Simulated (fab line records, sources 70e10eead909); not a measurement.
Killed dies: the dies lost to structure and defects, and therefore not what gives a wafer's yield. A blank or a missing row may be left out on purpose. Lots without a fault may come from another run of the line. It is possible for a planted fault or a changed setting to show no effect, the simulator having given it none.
fab line records / flow nand-harc / part 2 of 2: steps 22 to 28 of 28
[record] lots = 5 wafers = 15 last-day = 30
route steps=1302 shown A_STAIRCASE@711
lots that met no fault: taken from a fault-free run of the same line
start-h: the number of hours between the record's first day and the start of the first shown wafer of the lot / wait-h: time in hours since the lot's previous step / " identical to the entry in the row above / L1.1+2: a row that stands for several wafers / - no value, or no start given / * or withheld: withheld / < > ~ a bound
route shown NAME@n: names a module that has steps shown in the file, with the first one's number in the route / usual: mean/standard deviation of fault-free wafers / same: alike in all rows / chamber/n: place in a boat / sites: per-site readings / _std_site: how widely they spread, as a standard deviation / _edge_site: outer sites' mean less inner sites' / radius-mm: how far each site lies from the wafer's centre / mask NAME#n: copy n / behind: the most recent tool/chamber to have shaped the wafer / hold: reason for holding the lot/hours on hold/outcome of the hold / device: transistor that didn't switch, given as n, p or np / end of line: at the end of the route, the tests of the same wafers / for a step that has no rows: nothing shown but its recipe / killed: count of dies lost to structure and defects at first sort (not the wafer's yield) / map: the dies of a wafer, with x for killed, . for not killed, _ for no die there
set.NAME: the setting that was run; set.NAME@STEP: the one run at that earlier step / model.NAME: the simulator's own value behind a step, which no gauge read
lots seen at some steps along the route; tables by step, rows by wafer
services: a tool's chamber out of use, with start hour (start-h, from the record's first day; less than 0 if before it), hours out, and reason
[[steps]]
[step NHARC_A_STAIRCASE_TRIM_220]
[recipe] time-s = 211.2 o2-flow-sccm = 500 ar-flow-sccm = 0 bias-w = 0 chemistry = O2
[usual] drypump-motor-current-A = 5.7/0.43 mfc-ar-sccm = 0.005/0.0076 oes-product-au = 1.006/0.01 rf-vpp-V = 57.7/0.83 showerhead-plenum-p-Torr = 3.54/0.13 throttle-valve-pct = 17.037/0.0083
lot.wafer=L082.3 tool=rie-diel-01 chamber=2 start-h=447.15 wait-h=0.1 drypump-motor-current-A=6.2 mfc-ar-sccm=0 oes-product-au=1.001 rf-hours-counter-h=13 rf-vpp-V=57.2 showerhead-plenum-p-Torr=3.30 throttle-valve-pct=17.045
lot.wafer=L082.4 tool=rie-diel-01 chamber=3 start-h=447.15 wait-h=0.1 drypump-motor-current-A=5.7 mfc-ar-sccm=0 oes-product-au=0.982 rf-hours-counter-h=18 rf-vpp-V=58.2 showerhead-plenum-p-Torr=3.41 throttle-valve-pct=17.037
lot.wafer=L082.2 tool=rie-diel-01 chamber=1 start-h=447.15 wait-h=0.1 drypump-motor-current-A=5.9 mfc-ar-sccm=0 oes-product-au=1.011 rf-hours-counter-h=20 rf-vpp-V=58.0 showerhead-plenum-p-Torr=3.56 throttle-valve-pct=17.050
lot.wafer=L084.2 tool=rie-diel-08 chamber=2 start-h=450.40 wait-h=0.1 drypump-motor-current-A=5.6 mfc-ar-sccm=0 oes-product-au=0.989 rf-hours-counter-h=18 rf-vpp-V=59.1 showerhead-plenum-p-Torr=3.46 throttle-valve-pct=17.034
lot.wafer=L084.4 tool=rie-diel-08 chamber=3 start-h=450.40 wait-h=0.1 drypump-motor-current-A=5.8 mfc-ar-sccm=0 oes-product-au=1.012 rf-hours-counter-h=19 rf-vpp-V=57.7 showerhead-plenum-p-Torr=3.48 throttle-valve-pct=17.032
lot.wafer=L084.6 tool=rie-diel-08 chamber=1 start-h=450.40 wait-h=0.1 drypump-motor-current-A=5.6 mfc-ar-sccm=0.018 oes-product-au=1.010 rf-hours-counter-h=- rf-vpp-V=56.8 showerhead-plenum-p-Torr=3.64 throttle-valve-pct=17.044
lot.wafer=L081.3 tool=rie-diel-08 chamber=3 start-h=455.06 wait-h=0.4 drypump-motor-current-A=5.9 mfc-ar-sccm=0 oes-product-au=0.997 rf-hours-counter-h=22 rf-vpp-V=58.0 showerhead-plenum-p-Torr=3.47 throttle-valve-pct=17.034
lot.wafer=L081.5 tool=rie-diel-08 chamber=2 start-h=455.06 wait-h=0.4 drypump-motor-current-A=5.6 mfc-ar-sccm=0 oes-product-au=0.996 rf-hours-counter-h=- rf-vpp-V=57.1 showerhead-plenum-p-Torr=3.46 throttle-valve-pct=17.027
lot.wafer=L081.6 tool=rie-diel-08 chamber=3 start-h=455.06 wait-h=0.4 drypump-motor-current-A=5.8 mfc-ar-sccm=0 oes-product-au=1.010 rf-hours-counter-h=- rf-vpp-V=57.6 showerhead-plenum-p-Torr=3.47 throttle-valve-pct=17.054
lot.wafer=L083.2 tool=rie-diel-11 chamber=0 start-h=463.20 wait-h=0.3 drypump-motor-current-A=6.7 mfc-ar-sccm=0 oes-product-au=1.004 rf-hours-counter-h=8 rf-vpp-V=56.6 showerhead-plenum-p-Torr=3.55 throttle-valve-pct=17.040
lot.wafer=L083.6 tool=rie-diel-11 chamber=0 start-h=463.20 wait-h=0.3 drypump-motor-current-A=6.6 mfc-ar-sccm=0 oes-product-au=1.010 rf-hours-counter-h=- rf-vpp-V=58.3 showerhead-plenum-p-Torr=3.55 throttle-valve-pct=17.041
lot.wafer=L083.5 tool=rie-diel-11 chamber=1 start-h=463.20 wait-h=0.3 drypump-motor-current-A=5.1 mfc-ar-sccm=0 oes-product-au=0.997 rf-hours-counter-h=- rf-vpp-V=56.9 showerhead-plenum-p-Torr=3.49 throttle-valve-pct=17.033
lot.wafer=L092.2 tool=rie-diel-11 chamber=1 start-h=530.96 wait-h=0.1 drypump-motor-current-A=5.1 mfc-ar-sccm=0 oes-product-au=1.003 rf-hours-counter-h=24 rf-vpp-V=56.7 showerhead-plenum-p-Torr=3.48 throttle-valve-pct=17.055
lot.wafer=L092.1 tool=rie-diel-11 chamber=0 start-h=530.96 wait-h=0.1 drypump-motor-current-A=6.7 mfc-ar-sccm=0 oes-product-au=1.009 rf-hours-counter-h=29 rf-vpp-V=57.3 showerhead-plenum-p-Torr=3.54 throttle-valve-pct=17.029
lot.wafer=L092.5 tool=rie-diel-11 chamber=2 start-h=530.96 wait-h=0.1 drypump-motor-current-A=5.4 mfc-ar-sccm=0 oes-product-au=1.004 rf-hours-counter-h=- rf-vpp-V=58.5 showerhead-plenum-p-Torr=3.61 throttle-valve-pct=17.046
[step NHARC_A_STAIRCASE_ETCH_221]
[recipe] target-depth-a = 1000 time-s = 40.5 ion-energy-ev = 400 c4f8-flow-sccm = 20 o2-flow-sccm = 10 ar-flow-sccm = withheld rf-w = 600 bias-w = 1000 chemistry = C4F8/O2
[usual] oes-product-au = 0.944/0.014 rf-vpp-V = 896/4.8
lot.wafer=L082.2 tool=rie-diel-01 chamber=3 start-h=- wait-h=- oes-product-au=0.904 rf-hours-counter-h=18 rf-vpp-V=893
lot.wafer=L082.3 tool=rie-diel-01 chamber=0 start-h=- wait-h=- oes-product-au=0.923 rf-hours-counter-h=19 rf-vpp-V=906
lot.wafer=L082.4 tool=rie-diel-01 chamber=1 start-h=- wait-h=- oes-product-au=0.927 rf-hours-counter-h=21 rf-vpp-V=896
lot.wafer=L084.4 tool=rie-diel-08 chamber=2 start-h=- wait-h=- oes-product-au=0.940 rf-hours-counter-h=18 rf-vpp-V=893
lot.wafer=L084.2 tool=rie-diel-08 chamber=0 start-h=- wait-h=- oes-product-au=0.951 rf-hours-counter-h=14 rf-vpp-V=898
lot.wafer=L084.6 tool=rie-diel-08 chamber=1 start-h=- wait-h=- oes-product-au=0.937 rf-hours-counter-h=- rf-vpp-V=902
lot.wafer=L081.3 tool=rie-diel-08 chamber=2 start-h=- wait-h=- oes-product-au=0.919 rf-hours-counter-h=22 rf-vpp-V=893
lot.wafer=L081.5 tool=rie-diel-08 chamber=3 start-h=- wait-h=- oes-product-au=0.940 rf-hours-counter-h=- rf-vpp-V=893
lot.wafer=L081.6 tool=rie-diel-08 chamber=0 start-h=- wait-h=- oes-product-au=0.931 rf-hours-counter-h=- rf-vpp-V=899
lot.wafer=L083.2 tool=rie-diel-11 chamber=0 start-h=- wait-h=- oes-product-au=0.942 rf-hours-counter-h=8 rf-vpp-V=896
lot.wafer=L083.5 tool=rie-diel-11 chamber=1 start-h=- wait-h=- oes-product-au=0.946 rf-hours-counter-h=- rf-vpp-V=897
lot.wafer=L083.6 tool=rie-diel-11 chamber=2 start-h=- wait-h=- oes-product-au=0.933 rf-hours-counter-h=- rf-vpp-V=899
lot.wafer=L092.2 tool=rie-diel-11 chamber=0 start-h=- wait-h=- oes-product-au=0.951 rf-hours-counter-h=29 rf-vpp-V=897
lot.wafer=L092.1 tool=rie-diel-11 chamber=2 start-h=- wait-h=- oes-product-au=0.947 rf-hours-counter-h=25 rf-vpp-V=898
lot.wafer=L092.5 tool=rie-diel-11 chamber=0 start-h=- wait-h=- oes-product-au=0.954 rf-hours-counter-h=- rf-vpp-V=895
[step NHARC_A_STAIRCASE_TRIM_222]
[recipe] time-s = 211.2 o2-flow-sccm = 500 ar-flow-sccm = 0 bias-w = 0 chemistry = O2
[usual] drypump-motor-current-A = 5.7/0.43 mfc-ar-sccm = 0.005/0.0075 oes-product-au = 1.005/0.0097 rf-vpp-V = 57.7/0.9 showerhead-plenum-p-Torr = 3.55/0.13 throttle-valve-pct = 17.036/0.0091
lot.wafer=L082.4 tool=rie-diel-01 chamber=3 start-h=- wait-h=- drypump-motor-current-A=5.7 mfc-ar-sccm=0 oes-product-au=0.980 rf-hours-counter-h=18 rf-vpp-V=56.9 showerhead-plenum-p-Torr=3.41 throttle-valve-pct=17.033
lot.wafer=L082.3 tool=rie-diel-01 chamber=0 start-h=- wait-h=- drypump-motor-current-A=5.5 mfc-ar-sccm=0.018 oes-product-au=1.000 rf-hours-counter-h=19 rf-vpp-V=57.5 showerhead-plenum-p-Torr=3.80 throttle-valve-pct=17.057
lot.wafer=L082.2 tool=rie-diel-01 chamber=1 start-h=- wait-h=- drypump-motor-current-A=5.9 mfc-ar-sccm=0 oes-product-au=1.001 rf-hours-counter-h=21 rf-vpp-V=58.1 showerhead-plenum-p-Torr=3.57 throttle-valve-pct=17.022
lot.wafer=L084.4 tool=rie-diel-08 chamber=3 start-h=- wait-h=- drypump-motor-current-A=5.8 mfc-ar-sccm=0 oes-product-au=0.998 rf-hours-counter-h=19 rf-vpp-V=58.1 showerhead-plenum-p-Torr=3.48 throttle-valve-pct=17.023
lot.wafer=L084.2 tool=rie-diel-08 chamber=1 start-h=- wait-h=- drypump-motor-current-A=5.6 mfc-ar-sccm=0.018 oes-product-au=1.002 rf-hours-counter-h=18 rf-vpp-V=58.4 showerhead-plenum-p-Torr=3.64 throttle-valve-pct=17.030
lot.wafer=L084.6 tool=rie-diel-08 chamber=2 start-h=- wait-h=- drypump-motor-current-A=5.6 mfc-ar-sccm=0 oes-product-au=0.996 rf-hours-counter-h=- rf-vpp-V=58.7 showerhead-plenum-p-Torr=3.46 throttle-valve-pct=17.039
lot.wafer=L081.3 tool=rie-diel-08 chamber=2 start-h=- wait-h=- drypump-motor-current-A=5.6 mfc-ar-sccm=0 oes-product-au=1.004 rf-hours-counter-h=22 rf-vpp-V=57.0 showerhead-plenum-p-Torr=3.45 throttle-valve-pct=17.036
lot.wafer=L081.6 tool=rie-diel-08 chamber=0 start-h=- wait-h=- drypump-motor-current-A=5.4 mfc-ar-sccm=0.009 oes-product-au=1.010 rf-hours-counter-h=- rf-vpp-V=57.5 showerhead-plenum-p-Torr=3.57 throttle-valve-pct=17.030
lot.wafer=L081.5 tool=rie-diel-08 chamber=1 start-h=- wait-h=- drypump-motor-current-A=5.6 mfc-ar-sccm=0.018 oes-product-au=0.999 rf-hours-counter-h=- rf-vpp-V=57.8 showerhead-plenum-p-Torr=3.64 throttle-valve-pct=17.037
lot.wafer=L083.2 tool=rie-diel-11 chamber=0 start-h=- wait-h=- drypump-motor-current-A=6.6 mfc-ar-sccm=0 oes-product-au=1.009 rf-hours-counter-h=9 rf-vpp-V=57.1 showerhead-plenum-p-Torr=3.55 throttle-valve-pct=17.032
lot.wafer=L083.6 tool=rie-diel-11 chamber=3 start-h=- wait-h=- drypump-motor-current-A=5.2 mfc-ar-sccm=0.016 oes-product-au=1.004 rf-hours-counter-h=- rf-vpp-V=58.1 showerhead-plenum-p-Torr=3.70 throttle-valve-pct=17.037
lot.wafer=L083.5 tool=rie-diel-11 chamber=0 start-h=- wait-h=- drypump-motor-current-A=6.7 mfc-ar-sccm=0 oes-product-au=1.013 rf-hours-counter-h=- rf-vpp-V=58.8 showerhead-plenum-p-Torr=3.55 throttle-valve-pct=17.045
lot.wafer=L092.1 tool=rie-diel-11 chamber=2 start-h=- wait-h=- drypump-motor-current-A=5.4 mfc-ar-sccm=0 oes-product-au=1.010 rf-hours-counter-h=25 rf-vpp-V=56.8 showerhead-plenum-p-Torr=3.61 throttle-valve-pct=17.021
lot.wafer=L092.2 tool=rie-diel-11 chamber=1 start-h=- wait-h=- drypump-motor-current-A=5.1 mfc-ar-sccm=0 oes-product-au=1.002 rf-hours-counter-h=25 rf-vpp-V=58.5 showerhead-plenum-p-Torr=3.48 throttle-valve-pct=17.031
lot.wafer=L092.5 tool=rie-diel-11 chamber=3 start-h=- wait-h=- drypump-motor-current-A=5.2 mfc-ar-sccm=0.016 oes-product-au=1.013 rf-hours-counter-h=- rf-vpp-V=58.4 showerhead-plenum-p-Torr=3.69 throttle-valve-pct=17.036
[step NHARC_A_STAIRCASE_ETCH_223]
[recipe] target-depth-a = 1000 time-s = 40.5 ion-energy-ev = 400 c4f8-flow-sccm = 20 o2-flow-sccm = 10 ar-flow-sccm = withheld rf-w = 600 bias-w = 1000 chemistry = C4F8/O2
[usual] oes-product-au = 0.948/0.017 rf-vpp-V = 897/4.7
lot.wafer=L082.2 tool=rie-diel-01 chamber=0 start-h=- wait-h=- oes-product-au=0.951 rf-hours-counter-h=19 rf-vpp-V=905
lot.wafer=L082.4 tool=rie-diel-01 chamber=1 start-h=- wait-h=- oes-product-au=0.944 rf-hours-counter-h=21 rf-vpp-V=897
lot.wafer=L082.3 tool=rie-diel-01 chamber=3 start-h=- wait-h=- oes-product-au=0.917 rf-hours-counter-h=18 rf-vpp-V=891
lot.wafer=L084.4 tool=rie-diel-08 chamber=1 start-h=- wait-h=- oes-product-au=0.927 rf-hours-counter-h=19 rf-vpp-V=898
lot.wafer=L084.2 tool=rie-diel-08 chamber=0 start-h=- wait-h=- oes-product-au=0.953 rf-hours-counter-h=15 rf-vpp-V=897
lot.wafer=L084.6 tool=rie-diel-08 chamber=1 start-h=- wait-h=- oes-product-au=0.931 rf-hours-counter-h=- rf-vpp-V=900
lot.wafer=L081.3 tool=rie-diel-08 chamber=2 start-h=- wait-h=- oes-product-au=0.926 rf-hours-counter-h=22 rf-vpp-V=894
lot.wafer=L081.6 tool=rie-diel-08 chamber=3 start-h=- wait-h=- oes-product-au=0.939 rf-hours-counter-h=- rf-vpp-V=894
lot.wafer=L081.5 tool=rie-diel-08 chamber=0 start-h=- wait-h=- oes-product-au=0.951 rf-hours-counter-h=- rf-vpp-V=898
lot.wafer=L083.2 tool=rie-diel-11 chamber=3 start-h=- wait-h=- oes-product-au=0.936 rf-hours-counter-h=11 rf-vpp-V=903
lot.wafer=L083.6 tool=rie-diel-11 chamber=1 start-h=- wait-h=- oes-product-au=0.949 rf-hours-counter-h=- rf-vpp-V=896
lot.wafer=L083.5 tool=rie-diel-11 chamber=2 start-h=- wait-h=- oes-product-au=0.951 rf-hours-counter-h=- rf-vpp-V=899
lot.wafer=L092.2 tool=rie-diel-11 chamber=3 start-h=- wait-h=- oes-product-au=0.953 rf-hours-counter-h=27 rf-vpp-V=903
lot.wafer=L092.1 tool=rie-diel-11 chamber=0 start-h=- wait-h=- oes-product-au=0.963 rf-hours-counter-h=29 rf-vpp-V=898
lot.wafer=L092.5 tool=rie-diel-11 chamber=1 start-h=- wait-h=- oes-product-au=0.938 rf-hours-counter-h=- rf-vpp-V=895
[step NHARC_A_STAIRCASE_TRIM_224]
[recipe] time-s = 211.2 o2-flow-sccm = 500 ar-flow-sccm = 0 bias-w = 0 chemistry = O2
[usual] drypump-motor-current-A = 5.7/0.44 mfc-ar-sccm = 0.005/0.0074 oes-product-au = 1.002/0.0096 rf-vpp-V = 57.9/0.88 showerhead-plenum-p-Torr = 3.54/0.13 throttle-valve-pct = 17.036/0.0086
lot.wafer=L082.3 tool=rie-diel-01 chamber=2 start-h=- wait-h=- drypump-motor-current-A=6.2 mfc-ar-sccm=0 oes-product-au=1.002 rf-hours-counter-h=14 rf-vpp-V=57.7 showerhead-plenum-p-Torr=3.30 throttle-valve-pct=17.059
lot.wafer=L082.2 tool=rie-diel-01 chamber=3 start-h=- wait-h=- drypump-motor-current-A=5.7 mfc-ar-sccm=0 oes-product-au=0.984 rf-hours-counter-h=18 rf-vpp-V=57.0 showerhead-plenum-p-Torr=3.41 throttle-valve-pct=17.021
lot.wafer=L082.4 tool=rie-diel-01 chamber=1 start-h=- wait-h=- drypump-motor-current-A=5.9 mfc-ar-sccm=0 oes-product-au=0.999 rf-hours-counter-h=21 rf-vpp-V=56.4 showerhead-plenum-p-Torr=3.56 throttle-valve-pct=17.044
lot.wafer=L084.2 tool=rie-diel-08 chamber=0 start-h=- wait-h=- drypump-motor-current-A=5.4 mfc-ar-sccm=0.009 oes-product-au=1.000 rf-hours-counter-h=15 rf-vpp-V=58.7 showerhead-plenum-p-Torr=3.57 throttle-valve-pct=17.046
lot.wafer=L084.4 tool=rie-diel-08 chamber=2 start-h=- wait-h=- drypump-motor-current-A=5.6 mfc-ar-sccm=0 oes-product-au=0.996 rf-hours-counter-h=18 rf-vpp-V=56.5 showerhead-plenum-p-Torr=3.46 throttle-valve-pct=17.026
lot.wafer=L084.6 tool=rie-diel-08 chamber=0 start-h=- wait-h=- drypump-motor-current-A=5.4 mfc-ar-sccm=0.009 oes-product-au=1.005 rf-hours-counter-h=- rf-vpp-V=58.9 showerhead-plenum-p-Torr=3.57 throttle-valve-pct=17.025
lot.wafer=L081.3 tool=rie-diel-08 chamber=0 start-h=- wait-h=- drypump-motor-current-A=5.4 mfc-ar-sccm=0.009 oes-product-au=1.001 rf-hours-counter-h=17 rf-vpp-V=59.2 showerhead-plenum-p-Torr=3.57 throttle-valve-pct=17.030
lot.wafer=L081.6 tool=rie-diel-08 chamber=2 start-h=- wait-h=- drypump-motor-current-A=5.6 mfc-ar-sccm=0 oes-product-au=1.003 rf-hours-counter-h=- rf-vpp-V=57.6 showerhead-plenum-p-Torr=3.46 throttle-valve-pct=17.038
lot.wafer=L081.5 tool=rie-diel-08 chamber=3 start-h=- wait-h=- drypump-motor-current-A=5.9 mfc-ar-sccm=0 oes-product-au=0.999 rf-hours-counter-h=- rf-vpp-V=57.5 showerhead-plenum-p-Torr=3.47 throttle-valve-pct=17.044
lot.wafer=L083.2 tool=rie-diel-11 chamber=3 start-h=- wait-h=- drypump-motor-current-A=5.2 mfc-ar-sccm=0.016 oes-product-au=0.997 rf-hours-counter-h=11 rf-vpp-V=59.3 showerhead-plenum-p-Torr=3.70 throttle-valve-pct=17.045
lot.wafer=L083.5 tool=rie-diel-11 chamber=1 start-h=- wait-h=- drypump-motor-current-A=5.1 mfc-ar-sccm=0 oes-product-au=0.998 rf-hours-counter-h=- rf-vpp-V=58.4 showerhead-plenum-p-Torr=3.49 throttle-valve-pct=17.032
lot.wafer=L083.6 tool=rie-diel-11 chamber=2 start-h=- wait-h=- drypump-motor-current-A=5.4 mfc-ar-sccm=0 oes-product-au=1.016 rf-hours-counter-h=- rf-vpp-V=57.6 showerhead-plenum-p-Torr=3.62 throttle-valve-pct=17.038
lot.wafer=L092.2 tool=rie-diel-11 chamber=2 start-h=- wait-h=- drypump-motor-current-A=5.4 mfc-ar-sccm=0 oes-product-au=1.007 rf-hours-counter-h=25 rf-vpp-V=58.9 showerhead-plenum-p-Torr=3.61 throttle-valve-pct=17.039
lot.wafer=L092.1 tool=rie-diel-11 chamber=1 start-h=- wait-h=- drypump-motor-current-A=5.1 mfc-ar-sccm=0 oes-product-au=0.995 rf-hours-counter-h=25 rf-vpp-V=56.9 showerhead-plenum-p-Torr=3.48 throttle-valve-pct=17.026
lot.wafer=L092.5 tool=rie-diel-11 chamber=3 start-h=- wait-h=- drypump-motor-current-A=5.2 mfc-ar-sccm=0.016 oes-product-au=1.002 rf-hours-counter-h=- rf-vpp-V=58.7 showerhead-plenum-p-Torr=3.69 throttle-valve-pct=17.059
[step NHARC_A_STAIRCASE_ETCH_225]
[recipe] target-depth-a = 1000 time-s = 40.5 ion-energy-ev = 400 c4f8-flow-sccm = 20 o2-flow-sccm = 10 ar-flow-sccm = withheld rf-w = 600 bias-w = 1000 chemistry = C4F8/O2
[usual] oes-product-au = 0.945/0.012 rf-vpp-V = 897/4.6
lot.wafer=L082.3 tool=rie-diel-01 chamber=1 start-h=- wait-h=- oes-product-au=0.947 rf-hours-counter-h=21 rf-vpp-V=898
lot.wafer=L082.4 tool=rie-diel-01 chamber=2 start-h=- wait-h=- oes-product-au=0.950 rf-hours-counter-h=14 rf-vpp-V=888
lot.wafer=L082.2 tool=rie-diel-01 chamber=3 start-h=- wait-h=- oes-product-au=0.926 rf-hours-counter-h=19 rf-vpp-V=892
lot.wafer=L084.2 tool=rie-diel-08 chamber=3 start-h=- wait-h=- oes-product-au=0.932 rf-hours-counter-h=20 rf-vpp-V=894
lot.wafer=L084.4 tool=rie-diel-08 chamber=2 start-h=- wait-h=- oes-product-au=0.930 rf-hours-counter-h=18 rf-vpp-V=893
lot.wafer=L084.6 tool=rie-diel-08 chamber=3 start-h=- wait-h=- oes-product-au=0.943 rf-hours-counter-h=- rf-vpp-V=894
lot.wafer=L081.3 tool=rie-diel-08 chamber=1 start-h=- wait-h=- oes-product-au=0.935 rf-hours-counter-h=22 rf-vpp-V=900
lot.wafer=L081.6 tool=rie-diel-08 chamber=3 start-h=- wait-h=- oes-product-au=0.949 rf-hours-counter-h=- rf-vpp-V=894
lot.wafer=L081.5 tool=rie-diel-08 chamber=0 start-h=- wait-h=- oes-product-au=0.965 rf-hours-counter-h=- rf-vpp-V=898
lot.wafer=L083.2 tool=rie-diel-11 chamber=0 start-h=- wait-h=- oes-product-au=0.949 rf-hours-counter-h=9 rf-vpp-V=898
lot.wafer=L083.5 tool=rie-diel-11 chamber=0 start-h=- wait-h=- oes-product-au=0.944 rf-hours-counter-h=- rf-vpp-V=897
lot.wafer=L083.6 tool=rie-diel-11 chamber=1 start-h=- wait-h=- oes-product-au=0.948 rf-hours-counter-h=- rf-vpp-V=894
lot.wafer=L092.1 tool=rie-diel-11 chamber=1 start-h=- wait-h=- oes-product-au=0.948 rf-hours-counter-h=25 rf-vpp-V=893
lot.wafer=L092.2 tool=rie-diel-11 chamber=2 start-h=- wait-h=- oes-product-au=0.949 rf-hours-counter-h=26 rf-vpp-V=899
lot.wafer=L092.5 tool=rie-diel-11 chamber=1 start-h=- wait-h=- oes-product-au=0.949 rf-hours-counter-h=- rf-vpp-V=895
[step NHARC_A_STAIRCASE_TRIM_226]
[recipe] time-s = 211.2 o2-flow-sccm = 500 ar-flow-sccm = 0 bias-w = 0 chemistry = O2
[usual] drypump-motor-current-A = 5.7/0.45 mfc-ar-sccm = 0.005/0.0075 oes-product-au = 1.005/0.01 rf-vpp-V = 57.8/0.87 showerhead-plenum-p-Torr = 3.54/0.13 throttle-valve-pct = 17.035/0.0096
lot.wafer=L082.4 tool=rie-diel-01 chamber=2 start-h=- wait-h=- drypump-motor-current-A=6.2 mfc-ar-sccm=0 oes-product-au=1.009 rf-hours-counter-h=14 rf-vpp-V=56.1 showerhead-plenum-p-Torr=3.30 throttle-valve-pct=17.045
lot.wafer=L082.3 tool=rie-diel-01 chamber=0 start-h=- wait-h=- drypump-motor-current-A=5.5 mfc-ar-sccm=0.018 oes-product-au=0.996 rf-hours-counter-h=19 rf-vpp-V=57.5 showerhead-plenum-p-Torr=3.80 throttle-valve-pct=17.033
lot.wafer=L082.2 tool=rie-diel-01 chamber=1 start-h=- wait-h=- drypump-motor-current-A=5.9 mfc-ar-sccm=0 oes-product-au=1.002 rf-hours-counter-h=21 rf-vpp-V=57.5 showerhead-plenum-p-Torr=3.56 throttle-valve-pct=17.039
lot.wafer=L084.4 tool=rie-diel-08 chamber=1 start-h=- wait-h=- drypump-motor-current-A=5.6 mfc-ar-sccm=0.018 oes-product-au=1.005 rf-hours-counter-h=19 rf-vpp-V=58.8 showerhead-plenum-p-Torr=3.64 throttle-valve-pct=17.045
lot.wafer=L084.2 tool=rie-diel-08 chamber=0 start-h=- wait-h=- drypump-motor-current-A=5.4 mfc-ar-sccm=0.009 oes-product-au=1.018 rf-hours-counter-h=15 rf-vpp-V=58.1 showerhead-plenum-p-Torr=3.57 throttle-valve-pct=17.042
lot.wafer=L084.6 tool=rie-diel-08 chamber=1 start-h=- wait-h=- drypump-motor-current-A=5.6 mfc-ar-sccm=0.018 oes-product-au=1.001 rf-hours-counter-h=- rf-vpp-V=56.9 showerhead-plenum-p-Torr=3.64 throttle-valve-pct=17.026
lot.wafer=L081.3 tool=rie-diel-08 chamber=1 start-h=- wait-h=- drypump-motor-current-A=5.6 mfc-ar-sccm=0.018 oes-product-au=1.003 rf-hours-counter-h=22 rf-vpp-V=57.4 showerhead-plenum-p-Torr=3.64 throttle-valve-pct=17.032
lot.wafer=L081.5 tool=rie-diel-08 chamber=2 start-h=- wait-h=- drypump-motor-current-A=5.6 mfc-ar-sccm=0 oes-product-au=0.996 rf-hours-counter-h=- rf-vpp-V=58.0 showerhead-plenum-p-Torr=3.46 throttle-valve-pct=17.033
lot.wafer=L081.6 tool=rie-diel-08 chamber=3 start-h=- wait-h=- drypump-motor-current-A=5.9 mfc-ar-sccm=0 oes-product-au=1.004 rf-hours-counter-h=- rf-vpp-V=58.0 showerhead-plenum-p-Torr=3.47 throttle-valve-pct=17.037
lot.wafer=L083.2 tool=rie-diel-11 chamber=3 start-h=- wait-h=- drypump-motor-current-A=5.3 mfc-ar-sccm=0.016 oes-product-au=1.008 rf-hours-counter-h=11 rf-vpp-V=59.6 showerhead-plenum-p-Torr=3.70 throttle-valve-pct=17.056
lot.wafer=L083.5 tool=rie-diel-11 chamber=0 start-h=- wait-h=- drypump-motor-current-A=6.6 mfc-ar-sccm=0 oes-product-au=1.010 rf-hours-counter-h=- rf-vpp-V=57.1 showerhead-plenum-p-Torr=3.55 throttle-valve-pct=17.040
lot.wafer=L083.6 tool=rie-diel-11 chamber=1 start-h=- wait-h=- drypump-motor-current-A=5.1 mfc-ar-sccm=0 oes-product-au=1.013 rf-hours-counter-h=- rf-vpp-V=57.4 showerhead-plenum-p-Torr=3.49 throttle-valve-pct=17.017
lot.wafer=L092.2 tool=rie-diel-11 chamber=0 start-h=- wait-h=- drypump-motor-current-A=6.7 mfc-ar-sccm=0 oes-product-au=1.012 rf-hours-counter-h=29 rf-vpp-V=58.4 showerhead-plenum-p-Torr=3.54 throttle-valve-pct=17.030
lot.wafer=L092.1 tool=rie-diel-11 chamber=2 start-h=- wait-h=- drypump-motor-current-A=5.4 mfc-ar-sccm=0 oes-product-au=1.004 rf-hours-counter-h=26 rf-vpp-V=57.6 showerhead-plenum-p-Torr=3.61 throttle-valve-pct=17.038
lot.wafer=L092.5 tool=rie-diel-11 chamber=0 start-h=- wait-h=- drypump-motor-current-A=6.7 mfc-ar-sccm=0 oes-product-au=1.006 rf-hours-counter-h=- rf-vpp-V=57.6 showerhead-plenum-p-Torr=3.54 throttle-valve-pct=17.033
[[services]]
tool=litho-track-07 chamber=- start-h=426.00 hours=7.0 kind=pm
tool=plasma-asher-02 chamber=- start-h=426.00 hours=9.0 kind=pm
tool=rie-diel-08 chamber=0 start-h=430.10 hours=- kind=clean
tool=rie-diel-08 chamber=1 start-h=430.10 hours=- kind=clean
tool=rie-diel-08 chamber=2 start-h=430.10 hours=- kind=clean
tool=rie-diel-08 chamber=3 start-h=430.10 hours=- kind=clean
tool=rie-diel-08 chamber=0 start-h=432.64 hours=2.7 kind=repair
tool=rie-diel-11 chamber=- start-h=435.98 hours=9.0 kind=pm
tool=rie-diel-11 chamber=0 start-h=435.98 hours=9.0 kind=vent-cycle
tool=rie-diel-11 chamber=1 start-h=435.98 hours=9.0 kind=vent-cycle
tool=krf-scanner-02 chamber=- start-h=439.43 hours=4.0 kind=pm
tool=wet-bench-01 chamber=- start-h=453.63 hours=8.0 kind=pm
tool=rie-diel-01 chamber=3 start-h=461.79 hours=1.3 kind=repair
tool=litho-track-05 chamber=- start-h=474.00 hours=7.0 kind=pm
tool=rie-diel-01 chamber=3 start-h=474.99 hours=5.7 kind=repair
tool=rie-diel-08 chamber=1 start-h=481.25 hours=4.0 kind=repair
tool=krf-scanner-01 chamber=- start-h=484.02 hours=4.0 kind=pm
tool=rie-diel-11 chamber=3 start-h=486.50 hours=8.3 kind=repair
tool=wet-bench-01 chamber=- start-h=492.81 hours=1.6 kind=repair
tool=rie-diel-08 chamber=- start-h=498.61 hours=5.7 kind=repair
tool=krf-scanner-04 chamber=- start-h=498.98 hours=0.3 kind=repair
tool=krf-scanner-04 chamber=- start-h=504.82 hours=50.5 kind=repair
tool=plasma-asher-01 chamber=- start-h=519.00 hours=9.0 kind=pm
tool=wet-bench-09 chamber=- start-h=528.80 hours=8.0 kind=pm
